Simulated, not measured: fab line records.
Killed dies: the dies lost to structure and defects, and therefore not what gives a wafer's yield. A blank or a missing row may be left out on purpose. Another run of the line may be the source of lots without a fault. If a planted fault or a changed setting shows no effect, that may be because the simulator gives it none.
fab line records	flow nand_harc	part 1 of 2: steps 1 to 4 of 6
[record] lots = 22	wafers = 66	last_day = 24
route steps=1159 shown A_STAIRCASE@563
lots with no fault: from the same line, run without faults
start_h: hours from the record's first day to the start of the lot's first wafer shown	wait_h: time in hours since the lot's previous step	" unchanged from the row above	L1.1+2: a row that stands for several wafers	- either no value or no given start	* or withheld: withheld	< > ~ a bound
route shown NAME@n: NAME is a module with steps in the file, n the number in the route of the first one	usual: mean/standard deviation of fault-free wafers	same: alike in all rows	chamber/n: place in a boat	sites: per-site readings	_std_site: the values' standard deviation	_edge_site: outer sites' mean less inner sites'	radius_mm: for every site, how far away it sits from the centre of the wafer	mask NAME#n: copy n	behind: tool/chamber where the wafer was last shaped	hold: why the lot went on hold/how many hours it stayed there/how the hold came to an end	device: whichever transistor did not switch (one of n, p or np)	end of line: at the end of the route, the tests of the same wafers	a step with no rows: only its recipe	killed: at the first sort, the dies lost to defects and structure; wafer yield is something else	map: a wafer's dies, x killed, . not, _ none there
set.NAME: the setting as run; set.NAME@STEP: as run at that earlier step	model.NAME: the simulator's own value behind a step, which no gauge read
a sample of lots followed through the steps of the route, with each step as a table and each wafer as a row
services: when a tool's chamber went out of use (start_h, in hours from the record's first day, below 0 if earlier), for how many hours, and the reason
[[steps]]
[step NHARC_A_STAIRCASE_TRIM_26]
[recipe] time_s = 211.2	o2_flow_sccm = 500	ar_flow_sccm = 0	bias_w = 0	chemistry = O2
[usual] drypump_motor_current_A = 5.8/0.56	oes_product_au = 0.996/0.0097	rf_vpp_V = 57.8/0.82	showerhead_plenum_p_Torr = 3.58/0.17	throttle_valve_pct = 17.037/0.0094
lot.wafer	tool	chamber	start_h	wait_h	drypump_motor_current_A	oes_product_au	rf_hours_counter_h	rf_vpp_V	showerhead_plenum_p_Torr	throttle_valve_pct
L074.1	rie_diel-13	0	-	-	6.3	0.983	48	57.4	3.26	17.048
L074.5	"	2	"	"	5.9	1.003	-	57.3	3.78	17.046
L074.6	"	1	"	"	6.0	1.006	-	58.6	3.34	17.040
L076.4	rie_diel-13	0	-	-	6.3	0.994	54	57.5	3.26	17.034
L076.6	"	1	"	"	5.9	1.020	-	57.0	3.34	17.049
L076.5	"	2	"	"	5.8	0.996	-	58.0	3.78	17.036
L078.1	rie_diel-07	0	-	-	5.1	0.991	4	58.7	3.81	17.038
L078.6	"	0	"	"	5.1	0.983	-	58.4	3.81	17.025
L078.5	"	1	"	"	4.9	0.989	-	56.5	3.60	17.033
L077.1	rie_diel-13	1	-	-	5.9	1.015	57	56.2	3.34	17.034
L077.4	"	2	"	"	5.8	1.000	57	57.8	3.78	17.025
L077.6	"	1	"	"	6.0	1.011	-	58.0	3.34	17.054
L075.3	rie_diel-07	1	-	-	4.9	0.982	6	58.0	3.60	17.040
L075.1	"	2	"	"	6.6	1.009	5	57.8	3.49	17.037
L075.6	"	1	"	"	4.9	0.990	-	58.5	3.60	17.044
L082.1	rie_diel-13	1	-	-	6.0	0.998	2	57.4	3.33	17.022
L082.4	"	2	"	"	5.9	0.978	2	56.9	3.77	17.023
L082.6	"	2	"	"	5.9	0.990	-	57.8	3.77	17.038
L084.2	rie_diel-13	3	-	-	5.2	0.990	2	58.5	3.48	17.026
L084.4	"	0	"	"	6.3	0.984	2	58.2	3.81	17.037
L084.6	"	1	"	"	6.0	1.004	-	55.9	3.33	17.062
L081.2	rie_diel-05	3	-	-	6.3	1.002	41	57.5	3.45	17.035
L081.3	"	1	"	"	5.3	0.978	46	58.6	3.78	17.036
L081.6	"	3	"	"	6.3	1.003	-	57.3	3.45	17.024
L080.3	rie_diel-13	3	-	-	5.2	0.990	3	57.2	3.48	17.020
L080.1	"	1	"	"	6.0	1.007	4	57.3	3.33	17.027
L080.5	"	3	"	"	5.2	0.993	-	57.9	3.48	17.033
L083.2	rie_diel-05	1	-	-	5.2	0.989	51	57.3	3.78	17.045
L083.1	"	2	"	"	6.3	1.006	52	56.5	3.60	17.046
L083.6	"	0	"	"	6.3	0.993	-	57.7	3.47	17.043
L086.1	rie_diel-07	3	-	-	5.2	0.992	24	58.3	3.56	17.043
L086.2	"	1	"	"	4.9	0.988	27	57.4	3.59	17.044
L086.5	"	0	"	"	5.1	0.992	-	57.7	3.79	17.042
L088.3	rie_diel-07	3	-	-	5.1	1.009	28	57.3	3.55	17.026
L088.2	"	2	"	"	6.6	1.014	31	59.2	3.48	17.023
L088.6	"	0	"	"	5.1	0.991	-	58.9	3.79	17.040
L085.2	rie_diel-13	3	-	-	5.2	1.002	14	58.2	3.48	17.035
L085.1	"	1	"	"	6.0	1.002	16	56.3	3.32	17.046
L085.3	"	2	"	"	5.9	0.994	14	57.2	3.76	17.025
L089.4	rie_diel-13	3	-	-	5.2	0.987	18	59.7	3.47	17.044
L089.1	"	0	"	"	6.3	0.997	18	58.5	3.80	17.040
L089.6	"	3	"	"	5.2	0.998	-	56.3	3.47	17.024
L091.4	rie_diel-05	0	-	-	6.3	1.001	57	57.9	3.47	17.058
L091.5	"	1	"	"	5.2	0.997	-	58.4	3.77	17.034
L091.6	"	2	"	"	6.3	0.998	-	59.4	3.60	17.040
L090.1	rie_diel-05	1	-	-	5.3	0.994	63	58.4	3.77	17.041
L090.3	"	3	"	"	6.3	0.989	56	58.6	3.44	17.038
L090.6	"	2	"	"	6.3	1.008	-	57.2	3.59	17.051
L092.3	rie_diel-07	1	-	-	4.9	0.989	42	58.0	3.58	17.032
L092.4	"	2	"	"	6.6	1.011	40	56.8	3.47	17.047
L092.6	"	3	"	"	5.1	0.993	-	58.5	3.55	17.042
L093.3	rie_diel-13	3	-	-	5.2	0.990	23	56.7	3.47	17.010
L093.4	"	0	"	"	6.3	0.997	23	58.9	3.79	17.039
L093.2	"	2	"	"	5.9	0.988	23	57.8	3.76	17.023
L095.1	rie_diel-13	2	-	-	5.8	0.990	27	58.2	3.76	17.034
L095.3	"	3	"	"	5.2	1.004	27	57.3	3.47	17.056
L095.6	"	2	"	"	5.9	0.991	-	58.4	3.76	17.036
L094.2	rie_diel-07	2	-	-	6.6	1.005	45	57.7	3.47	17.029
L094.1	"	1	"	"	4.9	0.995	47	57.8	3.58	17.043
L094.5	"	2	"	"	6.6	1.012	-	58.0	3.47	17.035
L096.2	rie_diel-05	3	-	-	6.3	0.994	9	56.9	3.44	17.041
L096.1	"	0	"	"	6.3	0.990	8	57.3	3.46	17.029
L096.6	"	1	"	"	5.3	0.992	-	57.7	3.77	17.036
L097.4	rie_diel-05	1	-	-	5.3	0.983	7	58.4	3.77	17.035
L097.3	"	2	"	"	6.3	1.015	8	57.2	3.59	17.043
L097.6	"	1	"	"	5.3	0.980	-	58.3	3.77	17.053
[step NHARC_A_STAIRCASE_TRIM_187]
[recipe] time_s = 211.2	o2_flow_sccm = 500	ar_flow_sccm = 0	bias_w = 0	chemistry = O2
[usual] drypump_motor_current_A = 5.8/0.57	oes_product_au = 0.997/0.011	rf_vpp_V = 57.9/0.87	showerhead_plenum_p_Torr = 3.55/0.17	throttle_valve_pct = 17.037/0.0089
lot.wafer	tool	chamber	start_h	wait_h	drypump_motor_current_A	oes_product_au	rf_hours_counter_h	rf_vpp_V	showerhead_plenum_p_Torr	throttle_valve_pct
L074.1	rie_diel-13	1	236.10	0.1	5.9	1.024	49	57.6	3.34	17.039
L074.6	"	0	"	"	6.3	0.987	-	56.7	3.26	17.038
L074.5	"	1	"	"	6.0	1.023	-	58.2	3.34	17.032
L076.4	rie_diel-13	1	251.76	0.1	5.9	0.996	55	57.5	3.34	17.064
L076.5	"	0	"	"	6.3	1.000	-	56.9	3.26	17.031
L076.6	"	1	"	"	5.9	1.009	-	57.4	3.34	17.023
L078.1	rie_diel-13	1	255.25	0.3	6.0	1.020	56	56.7	3.34	17.042
L078.6	"	1	"	"	6.0	1.015	-	57.0	3.34	17.017
L078.5	"	2	"	"	5.8	1.006	-	57.3	3.78	17.041
L077.4	rie_diel-13	2	259.29	0.1	5.8	0.994	57	57.2	3.78	17.030
L077.1	"	0	"	"	6.3	0.986	57	58.0	3.26	17.042
L077.6	"	1	"	"	5.9	1.013	-	56.9	3.34	17.027
L075.1	rie_diel-13	0	260.33	0.1	6.3	0.984	57	57.5	3.26	17.035
L075.3	"	2	"	"	5.8	1.011	57	58.4	3.78	17.042
L075.6	"	0	"	"	6.3	0.989	-	57.7	3.26	17.033
L082.1	rie_diel-13	2	289.81	0.1	5.8	0.990	2	57.9	3.77	17.040
L082.4	"	0	"	"	6.3	0.995	2	58.3	3.81	17.038
L082.6	"	1	"	"	6.0	1.001	-	57.4	3.33	17.040
L084.4	rie_diel-13	2	290.10	0.1	5.9	0.990	2	58.9	3.77	17.027
L084.2	"	3	"	"	5.2	0.988	2	58.3	3.48	17.038
L084.6	"	0	"	"	6.3	0.979	-	58.0	3.81	17.035
L081.3	rie_diel-13	0	292.90	0.1	6.3	0.990	4	59.4	3.81	17.026
L081.2	"	3	"	"	5.2	0.994	4	58.8	3.48	17.037
L081.6	"	0	"	"	6.3	0.994	-	59.9	3.81	17.026
L080.1	rie_diel-05	1	293.55	0.1	5.3	0.994	47	57.1	3.78	17.054
L080.3	"	2	"	"	6.3	1.010	49	58.4	3.60	17.029
L080.5	"	1	"	"	5.3	0.989	-	59.3	3.78	17.046
L083.1	rie_diel-07	3	301.21	0.1	5.1	1.004	20	57.9	3.56	17.033
L083.2	"	0	"	"	5.1	0.983	20	58.3	3.80	17.051
L083.6	"	2	"	"	6.6	1.011	-	57.2	3.48	17.029
L086.1	rie_diel-07	1	318.43	0.1	4.9	0.986	27	58.7	3.59	17.043
L086.2	"	3	"	"	5.1	0.997	25	57.0	3.56	17.046
L086.5	"	0	"	"	5.1	1.000	-	60.1	3.79	17.049
L088.3	rie_diel-07	1	324.95	0.1	4.9	0.984	32	57.8	3.59	17.040
L088.2	"	3	"	"	5.1	1.007	29	57.7	3.55	17.049
L088.6	"	1	"	"	4.9	0.984	-	58.2	3.59	17.032
L085.1	rie_diel-07	2	325.18	0.1	6.6	1.005	32	56.3	3.48	17.035
L085.2	"	3	"	"	5.1	0.996	29	58.9	3.55	17.051
L085.3	"	1	"	"	4.9	0.981	32	57.2	3.59	17.021
L089.4	rie_diel-05	3	333.54	0.1	6.3	0.997	56	56.8	3.44	17.029
L089.1	"	0	"	"	6.3	0.990	58	58.5	3.47	17.047
L089.6	"	0	"	"	6.3	0.994	-	57.1	3.47	17.043
L091.4	rie_diel-05	2	334.13	0.1	6.3	1.004	65	59.9	3.59	17.040
L091.6	"	0	"	"	6.2	0.991	-	57.4	3.47	17.036
L091.5	"	1	"	"	5.3	1.003	-	58.7	3.77	17.042
L090.1	rie_diel-07	0	334.36	0.2	5.1	0.991	34	58.9	3.79	17.044
L090.3	"	1	"	"	4.9	0.993	37	58.6	3.58	17.034
L090.6	"	3	"	"	5.1	0.998	-	58.2	3.55	17.048
L092.3	rie_diel-07	3	346.51	0.1	5.2	0.994	38	58.2	3.55	17.043
L092.4	"	1	"	"	4.9	0.980	43	59.5	3.58	17.029
L092.6	"	2	"	"	6.6	1.006	-	57.1	3.47	17.037
L093.4	rie_diel-07	2	348.14	0.2	6.6	1.001	42	57.9	3.47	17.031
L093.3	"	3	"	"	5.2	0.985	40	57.2	3.55	17.028
L093.2	"	0	"	"	5.1	0.975	41	58.3	3.78	17.035
L095.3	rie_diel-07	1	358.67	1.5	4.9	0.982	49	59.1	3.58	17.027
L095.1	"	0	"	"	5.1	0.998	47	58.5	3.78	17.042
L095.6	"	0	"	"	5.1	0.991	-	58.6	3.78	17.050
L094.1	rie_diel-05	0	358.72	0.1	6.3	0.988	4	56.7	3.46	17.032
L094.2	"	1	"	"	5.3	0.990	3	57.9	3.77	17.046
L094.5	"	2	"	"	6.3	1.011	-	58.5	3.59	17.043
L096.1	rie_diel-13	0	379.12	0.1	6.3	0.981	35	58.8	3.79	17.032
L096.2	"	1	"	"	5.9	0.990	35	58.2	3.31	17.025
L096.6	"	0	"	"	6.4	0.978	-	57.9	3.79	17.040
L097.3	rie_diel-05	1	379.90	0.1	5.3	0.980	7	58.3	3.77	17.042
L097.6	"	2	"	"	6.3	1.009	-	57.8	3.59	17.044
L097.4	"	1	"	"	5.3	0.984	-	58.8	3.77	17.043
[step NHARC_A_STAIRCASE_ETCH_188]
[recipe] target_depth_a = 1000	time_s = 40.5	ion_energy_ev = 400	c4f8_flow_sccm = 20	o2_flow_sccm = 10	ar_flow_sccm = withheld	rf_w = 600	bias_w = 1000	chemistry = C4F8/O2
[usual] oes_product_au = 0.937/0.015	rf_vpp_V = 897/5.9
lot.wafer	tool	chamber	start_h	wait_h	oes_product_au	rf_hours_counter_h	rf_vpp_V
L074.1	rie_diel-13	0	-	-	0.920	49	886
L074.5	"	1	"	"	0.937	-	889
L074.6	"	2	"	"	0.929	-	905
L076.4	rie_diel-13	2	-	-	0.939	54	904
L076.5	"	2	"	"	0.939	-	906
L076.6	"	3	"	"	0.945	-	894
L078.1	rie_diel-13	2	-	-	0.939	55	905
L078.5	"	1	"	"	0.950	-	889
L078.6	"	2	"	"	0.940	-	905
L077.1	rie_diel-13	2	-	-	0.949	57	905
L077.4	"	3	"	"	0.949	54	895
L077.6	"	1	"	"	0.946	-	889
L075.1	rie_diel-13	1	-	-	0.933	58	888
L075.3	"	2	"	"	0.934	57	905
L075.6	"	0	"	"	0.921	-	886
L082.4	rie_diel-13	3	-	-	0.924	2	894
L082.1	"	1	"	"	0.934	2	889
L082.6	"	2	"	"	0.918	-	905
L084.2	rie_diel-13	1	-	-	0.920	2	888
L084.4	"	3	"	"	0.928	2	894
L084.6	"	1	"	"	0.934	-	889
L081.2	rie_diel-13	3	-	-	0.954	4	895
L081.3	"	1	"	"	0.951	4	888
L081.6	"	3	"	"	0.943	-	894
L080.3	rie_diel-05	0	-	-	0.943	43	893
L080.1	"	1	"	"	0.931	48	904
L080.5	"	0	"	"	0.942	-	893
L083.2	rie_diel-07	2	-	-	0.960	21	894
L083.1	"	0	"	"	0.953	20	904
L083.6	"	2	"	"	0.954	-	895
L086.1	rie_diel-07	0	-	-	0.925	25	904
L086.2	"	1	"	"	0.926	27	898
L086.5	"	0	"	"	0.933	-	905
L088.2	rie_diel-07	2	-	-	0.949	32	894
L088.3	"	3	"	"	0.952	29	897
L088.6	"	2	"	"	0.953	-	893
L085.1	rie_diel-07	0	-	-	0.912	29	905
L085.3	"	1	"	"	0.903	32	898
L085.2	"	3	"	"	0.919	29	897
L089.4	rie_diel-05	0	-	-	0.928	58	893
L089.1	"	1	"	"	0.930	63	904
L089.6	"	3	"	"	0.936	-	893
L091.4	rie_diel-05	2	-	-	0.955	65	899
L091.5	"	1	"	"	0.947	-	904
L091.6	"	2	"	"	0.928	-	898
L090.3	rie_diel-07	3	-	-	0.938	34	898
L090.1	"	2	"	"	0.950	36	894
L090.6	"	0	"	"	0.926	-	904
L092.4	rie_diel-07	2	-	-	0.932	41	892
L092.3	"	3	"	"	0.928	39	897
L092.6	"	1	"	"	0.913	-	898
L093.3	rie_diel-07	1	-	-	0.913	44	898
L093.2	"	3	"	"	0.936	40	896
L093.4	"	0	"	"	0.914	41	904
L094.1	rie_diel-05	2	-	-	0.955	3	898
L094.2	"	1	"	"	0.930	3	906
L094.5	"	2	"	"	0.957	-	900
L095.3	rie_diel-07	0	-	-	0.927	48	904
L095.1	"	1	"	"	0.921	49	898
L095.6	"	3	"	"	0.915	-	895
L096.2	rie_diel-13	2	-	-	0.941	35	902
L096.1	"	3	"	"	0.964	35	893
L096.6	"	3	"	"	0.964	-	894
L097.3	rie_diel-05	2	-	-	0.940	8	898
L097.6	"	0	"	"	0.934	-	892
L097.4	"	1	"	"	0.947	-	903
[step NHARC_A_STAIRCASE_TRIM_198]
[recipe] time_s = 211.2	o2_flow_sccm = 500	ar_flow_sccm = 0	bias_w = 0	chemistry = O2
[usual] drypump_motor_current_A = 5.8/0.55	oes_product_au = 0.996/0.01	rf_vpp_V = 58.0/0.92	showerhead_plenum_p_Torr = 3.58/0.16	throttle_valve_pct = 17.035/0.0093
lot.wafer	tool	chamber	start_h	wait_h	drypump_motor_current_A	oes_product_au	rf_hours_counter_h	rf_vpp_V	showerhead_plenum_p_Torr	throttle_valve_pct
L074.1	rie_diel-05	0	-	-	6.3	0.994	21	57.5	3.49	17.031
L074.5	"	2	"	"	6.3	1.003	-	57.5	3.62	17.043
L074.6	"	3	"	"	6.4	1.001	-	58.8	3.46	17.031
L076.4	rie_diel-13	2	-	-	5.8	0.998	55	58.9	3.78	17.024
L076.6	"	1	"	"	5.9	1.008	-	56.4	3.34	17.033
L076.5	"	2	"	"	5.8	1.002	-	58.6	3.78	17.024
L078.1	rie_diel-07	2	-	-	6.6	1.014	5	57.4	3.49	17.049
L078.5	"	0	"	"	5.0	0.989	-	59.0	3.80	17.037
L078.6	"	1	"	"	4.9	0.994	-	57.6	3.60	17.025
L077.4	rie_diel-07	2	-	-	6.6	1.012	5	57.5	3.49	17.039
L077.1	"	1	"	"	4.9	0.990	6	58.5	3.60	17.037
L077.6	"	3	"	"	5.1	0.991	-	57.4	3.57	17.024
L075.3	rie_diel-13	2	-	-	5.8	1.001	58	57.7	3.77	17.030
L075.1	"	3	"	"	5.2	0.988	55	59.5	3.49	17.036
L075.6	"	1	"	"	5.9	1.003	-	58.2	3.34	17.020
L082.1	rie_diel-13	2	-	-	5.8	0.983	4	59.6	3.77	17.043
L082.4	"	0	"	"	6.3	0.979	3	59.9	3.81	17.055
L082.6	"	3	"	"	5.2	0.987	-	57.5	3.48	17.053
L084.4	rie_diel-05	0	-	-	6.3	0.998	42	58.9	3.47	17.027
L084.2	"	1	"	"	5.3	0.999	47	58.8	3.78	17.031
L084.6	"	3	"	"	6.3	0.991	-	57.6	3.45	17.040
L081.2	rie_diel-05	2	-	-	6.3	1.006	50	57.9	3.60	17.050
L081.3	"	0	"	"	6.3	0.992	44	58.0	3.47	17.035
L081.6	"	1	"	"	5.3	0.988	-	57.1	3.78	17.058
L080.3	rie_diel-07	3	-	-	5.1	1.004	17	57.7	3.56	17.046
L080.1	"	0	"	"	5.1	0.990	18	59.9	3.80	17.033
L080.5	"	2	"	"	6.6	1.014	-	57.0	3.48	17.037
L083.2	rie_diel-05	2	-	-	6.3	1.012	54	58.6	3.60	17.040
L083.1	"	1	"	"	5.3	0.982	52	59.0	3.78	17.023
L083.6	"	2	"	"	6.3	1.006	-	58.4	3.60	17.037
L086.1	rie_diel-07	1	-	-	4.9	0.985	30	58.1	3.59	17.034
L086.2	"	3	"	"	5.1	1.003	27	57.8	3.55	17.036
L086.5	"	1	"	"	4.9	0.980	-	59.3	3.59	17.027
L088.2	rie_diel-13	3	-	-	5.2	0.993	15	57.5	3.47	17.023
L088.3	"	2	"	"	5.8	0.999	15	57.0	3.76	17.030
L088.6	"	3	"	"	5.2	0.980	-	58.2	3.47	17.018
L085.3	rie_diel-05	2	-	-	6.3	0.991	61	58.5	3.60	17.041
L085.1	"	0	"	"	6.3	0.992	55	57.9	3.47	17.040
L085.2	"	1	"	"	5.2	1.007	60	57.3	3.77	17.031
L089.4	rie_diel-07	2	-	-	6.6	1.016	37	57.7	3.47	17.051
L089.1	"	3	"	"	5.1	0.992	34	57.9	3.55	17.053
L089.6	"	2	"	"	6.6	1.005	-	58.6	3.47	17.039
L091.4	rie_diel-05	0	-	-	6.4	0.997	59	56.4	3.47	17.043
L091.6	"	1	"	"	5.3	0.992	-	58.2	3.77	17.025
L091.5	"	2	"	"	6.3	0.997	-	59.6	3.59	17.032
L090.3	rie_diel-13	1	-	-	5.9	0.993	19	58.4	3.32	17.041
L090.1	"	2	"	"	5.8	0.993	19	57.3	3.76	17.031
L090.6	"	0	"	"	6.3	0.996	-	58.7	3.80	17.036
L092.3	rie_diel-13	1	-	-	6.0	1.011	25	57.1	3.32	17.032
L092.4	"	3	"	"	5.2	0.995	24	57.4	3.47	17.020
L092.6	"	1	"	"	6.0	1.012	-	57.4	3.32	17.042
L093.4	rie_diel-05	3	-	-	6.3	1.002	0	57.1	3.44	17.042
L093.2	"	0	"	"	6.3	0.981	0	57.6	3.47	17.019
L093.3	"	1	"	"	5.3	0.981	0	58.2	3.77	17.033
L094.1	rie_diel-13	1	-	-	6.0	0.987	30	57.4	3.32	17.049
L094.2	"	2	"	"	5.8	0.991	30	57.3	3.75	17.031
L094.5	"	2	"	"	5.8	1.002	-	59.9	3.75	17.033
L095.1	rie_diel-13	0	-	-	6.3	0.983	30	57.9	3.79	17.041
L095.3	"	2	"	"	5.8	0.994	30	57.5	3.75	17.024
L095.6	"	1	"	"	6.0	0.994	-	57.0	3.32	17.049
L096.1	rie_diel-13	0	-	-	6.4	0.985	36	57.2	3.79	17.026
L096.2	"	2	"	"	5.9	0.994	35	57.2	3.75	17.047
L096.6	"	1	"	"	5.9	1.007	-	56.7	3.31	17.024
L097.3	rie_diel-05	0	-	-	6.3	0.992	9	57.9	3.46	17.048
L097.4	"	2	"	"	6.3	1.017	-	58.0	3.59	17.035
L097.6	"	0	"	"	6.3	0.985	-	57.9	3.46	17.038
